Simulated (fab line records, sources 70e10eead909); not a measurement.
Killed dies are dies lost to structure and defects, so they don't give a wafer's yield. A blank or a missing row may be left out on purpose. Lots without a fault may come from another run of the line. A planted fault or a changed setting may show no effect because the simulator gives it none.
Chamber matching | flow nand_harc | NHARC_A_BLC_DESCUM_15 on rie_diel-09: 4 sister chambers
The step chemistry O2, time 3 s. 14 wafers are shown with their chamber, then 7 later ones without.

WAFERS WITH THEIR CHAMBER
wafer  | chamber | showerhead_plenum_p_Torr (Torr) | drypump_motor_current_A (A) | chamber_pressure_mTorr (mTorr)
L308.2 | 2       | 2.03                            | 5.7                         | 59.88
L308.3 | 0       | 1.97                            | 5.4                         | 60.02
L308.4 | 1       | 1.90                            | 5.6                         | 60.03
L310.4 | 2       | 2.03                            | 5.7                         | 60.07
L310.5 | 1       | 1.89                            | 5.6                         | 60.08
L310.6 | 0       | 1.97                            | 5.4                         | 59.99
L311.1 | 1       | 1.89                            | 5.6                         | 60.01
L311.2 | 0       | 1.97                            | 5.4                         | 60.04
L311.3 | 2       | 2.03                            | 5.7                         | 59.97
L318.1 | 0       | 1.96                            | 5.4                         | 59.97
L318.4 | 2       | 2.03                            | 5.8                         | 59.90
L318.6 | 0       | 1.96                            | 5.4                         | 60.00
L323.1 | 1       | 1.89                            | 5.6                         | 60.01
L323.5 | 3       | 1.80                            | 5.5                         | 60.11

SIGNATURES (means of the wafers above)
reading                  | chamber 0 | chamber 1 | chamber 2 | chamber 3 | scatter within a chamber
showerhead_plenum_p_Torr | 1.9660    | 1.8925    | 2.0300    | 1.8000    | 0.00442
drypump_motor_current_A  | 5.400     | 5.600     | 5.725     | 5.500     | 0.0274
chamber_pressure_mTorr   | 60.0040   | 60.0325   | 59.9550   | 60.1100   | 0.0532
Rule: a wafer's distance from a chamber is the root of the sum, over the readings, of the square of ((its reading less the chamber's mean) divided by the reading's scatter). The wafer belongs to the nearest chamber; if the next one is less than 2 further off, it can't be placed. The scatter: the root of (the sum of the squares of (reading less its chamber's mean) over the shown wafers, divided by (wafers less chambers)).

WAFERS WITHOUT THEIR CHAMBER
wafer  | showerhead_plenum_p_Torr (Torr) | drypump_motor_current_A (A) | chamber_pressure_mTorr (mTorr)
L323.6 | 2.03                            | 5.7                         | 59.99
L317.2 | 1.80                            | 5.5                         | 59.95
L317.4 | 1.96                            | 5.4                         | 60.14
L317.6 | 1.96                            | 5.4                         | 60.04
L327.1 | 1.96                            | 5.4                         | 59.99
L327.2 | 1.89                            | 5.6                         | 59.97
L327.3 | 2.02                            | 5.7                         | 59.95

WHICH CHAMBER EACH WENT THROUGH
wafer  | from the rows above | in truth
L323.6 | 2                   | 2
L317.2 | 3                   | 3
L317.4 | 0                   | 0
L317.6 | 0                   | 0
L327.1 | 0                   | 0
L327.2 | 1                   | 1
L327.3 | 2                   | 2
Placed correctly: 7 of 7. Can't be placed from these rows: 0. Placed wrongly: 0.
